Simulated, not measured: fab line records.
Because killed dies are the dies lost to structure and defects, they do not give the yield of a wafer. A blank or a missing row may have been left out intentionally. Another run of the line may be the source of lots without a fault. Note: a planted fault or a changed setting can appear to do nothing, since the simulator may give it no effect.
Which of the tools did it? | flow n5Finfet | 10 lots with 29 wafers sampled at 5 steps, on a route of 1938 steps

WHAT THE GAUGES READ, wafer by wafer
N5_BEOL_M4_RC_MEAS_101.
lot  | measured     | on        | DIBL_N (mV/V)
L548 | day 8 07:31  | prober-01 | 35.3 38.5 36.4
L550 | day 8 12:54  | prober-02 | 34.4 36.0 36.2
L551 | day 9 09:04  | prober-02 | 36.3 36.1 38.2
L553 | day 9 18:20  | prober-01 | 35.0 33.3 35.1
L555 | day 10 12:10 | prober-01 | 38.0 37.3 36.9
L556 | day 10 17:59 | prober-02 | 36.4 36.4
L558 | day 11 06:13 | prober-01 | 34.2 34.6 36.7
L567 | day 13 07:11 | prober-02 | 35.3 37.0 37.0
L569 | day 13 13:10 | prober-02 | 33.8 39.8 37.5
L570 | day 13 22:20 | prober-02 | 34.9 35.4 36.7

WHICH TOOL RAN EACH LOT (tool, then ch and the chambers of the sampled wafers, then the start)
lot  | N5_HKMG_FIN_PWFM_ALD_03           | N5_HKMG_FIN_WET_ETCH_18           | N5_HKMG_FIN_STRIP_88               | N5_HKMG_FIN_ETCH_67
L548 | aldMetal-03 ch 0,1,3, day 4 08:40 | wetBench-05 ch 3,4,5, day 4 10:07 | plasmaAsher-02 ch 0,1, day 4 11:31 | rieDiel-04 ch 2,3, day 4 12:20
L550 | aldMetal-01 ch 0,1,2, day 4 20:45 | wetBench-05 ch 3,4,5, day 4 22:13 | plasmaAsher-01 ch 0,1, day 4 23:17 | rieDiel-02 ch 1,2, day 5 00:07
L551 | aldMetal-01 ch 1,3, day 5 02:37   | wetBench-05 ch 0,2,3, day 5 04:05 | plasmaAsher-01 ch 0,1, day 5 05:16 | rieDiel-04 ch 1,3, day 5 06:05
L553 | aldMetal-01 ch 0,1,2, day 5 16:52 | wetBench-03 ch 1,2,5, day 5 18:19 | plasmaAsher-02 ch 0,1, day 5 19:25 | rieDiel-01 ch 2,3, day 5 20:14
L555 | aldMetal-03 ch 0,2, day 6 03:10   | wetBench-05 ch 1,4,5, day 6 04:31 | plasmaAsher-02 ch 0,1, day 6 05:32 | rieDiel-04 ch 0,2,3, day 6 06:26
L556 | aldMetal-03 ch 1,3, day 6 11:28   | wetBench-06 ch 2,7, day 6 12:48   | plasmaAsher-02 ch 1, day 6 13:58   | rieDiel-01 ch 0,3, day 6 14:43
L558 | aldMetal-03 ch 0,1,3, day 7 01:19 | wetBench-05 ch 1,6,7, day 7 02:56 | plasmaAsher-02 ch 0,1, day 7 04:00 | rieDiel-04 ch 1,2,3, day 7 04:49
L567 | aldMetal-01 ch 1,2,3, day 9 01:57 | wetBench-05 ch 2,4,5, day 9 03:42 | plasmaAsher-01 ch 0,1, day 9 04:44 | rieDiel-02 ch 0,2,3, day 9 05:34
L569 | aldMetal-01 ch 1,3, day 9 16:41   | wetBench-05 ch 4,6,7, day 9 18:08 | plasmaAsher-01 ch 0, day 9 19:22   | rieDiel-02 ch 0,2, day 9 20:11
L570 | aldMetal-03 ch 0,1, day 9 20:52   | wetBench-06 ch 3,4,6, day 9 22:37 | plasmaAsher-01 ch 0,1, day 9 23:52 | rieDiel-04 ch 0,1,3, day 10 00:38
- N5_HKMG_FIN_PWFM_ALD_03: deposits TiN, target thk 2 nm, pulse time 1 s, purge time 3 s.
- N5_HKMG_FIN_WET_ETCH_18: etches TiN in SC1, time 55 s, target depth 5.2 nm, rinse time 30 s.
- N5_HKMG_FIN_STRIP_88: strips in N2/H2, time 360 s.
- N5_HKMG_FIN_ETCH_67: etches SOC in N2/H2, stops on TiN, target depth 388.9 nm.

THE ANSWER, worked out from the rows above alone
Rule: what is usual is taken from the lots themselves. Put in order of their means at a reading, lots are off if they are a third of the lots or fewer, leave a main group of 4 or more, and stand apart from it by a gap of 3 or more times the standard deviation of the main group's means; of several such gaps the widest counts. The tables above print the reading to a certain number of digits; a main group whose means all agree to those digits is not used. A lot without any number at a reading at which 4 lots or more have one is off too. All remaining lots with rows at the step are treated as sound.
Across all readings shown, no lot is off: no conclusion can be drawn from this.

WHAT THE SIMULATOR HAD PUT IN
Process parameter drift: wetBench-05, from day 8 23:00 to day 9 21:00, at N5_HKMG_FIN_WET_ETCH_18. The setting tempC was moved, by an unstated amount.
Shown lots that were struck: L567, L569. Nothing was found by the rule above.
